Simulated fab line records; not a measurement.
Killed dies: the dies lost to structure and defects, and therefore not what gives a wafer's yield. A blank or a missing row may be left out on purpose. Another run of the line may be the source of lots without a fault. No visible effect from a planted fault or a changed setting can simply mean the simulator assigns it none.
Matching of chambers | flow n5 finfet | rie diel-02 running N5_BEOL_M0_ETCH_109: 4 sister chambers
The step etches SiCN in CH3F/O2, target depth 8 nm, overetch 2.4 nm, time 27.4 s. 4 wafers are shown with their chamber, then 12 later ones without.

## WAFERS WITH THEIR CHAMBER
wafer  | chamber | drypump motor current A (A)
L088.5 | 1       | 5.0
L090.3 | 2       | 6.1
L090.5 | 3       | 6.1
L090.6 | 0       | 5.9

## WAFERS WITHOUT THEIR CHAMBER
wafer  | drypump motor current A (A)
L093.1 | 6.2
L093.3 | 6.1
L093.6 | 5.9
L094.2 | 6.1
L094.3 | 5.0
L094.5 | 6.1
L096.3 | 5.9
L096.4 | 5.0
L096.5 | 6.1
L097.1 | 6.1
L097.2 | 5.9
L097.3 | 5.0

## WHICH CHAMBER EACH WENT THROUGH
wafer  | from the rows above     | in truth
L093.1 | can't be placed: 2 or 3 | 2
L093.3 | can't be placed: 2 or 3 | 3
L093.6 | 0                       | 0
L094.2 | can't be placed: 2 or 3 | 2
L094.3 | 1                       | 1
L094.5 | can't be placed: 2 or 3 | 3
L096.3 | 0                       | 0
L096.4 | 1                       | 1
L096.5 | can't be placed: 2 or 3 | 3
L097.1 | can't be placed: 2 or 3 | 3
L097.2 | 0                       | 0
L097.3 | 1                       | 1
Correctly placed: 6 of 12. These rows do not allow placing 6 (true chamber among the candidates in 6). Wrongly placed: 0.
How it was worked out, from the rows above alone: a wafer's distance from a chamber is the root of the sum, over the readings, of the square of ((its reading less the chamber's mean) divided by the reading's scatter). The wafer belongs to the nearest chamber; if the next one is less than 2 further off, it can't be placed. Each chamber's mean is taken over the wafers shown for it. The scatter: with one shown wafer a chamber, the root of the mean of the squares of how far each hidden wafer lies from its nearest shown one.
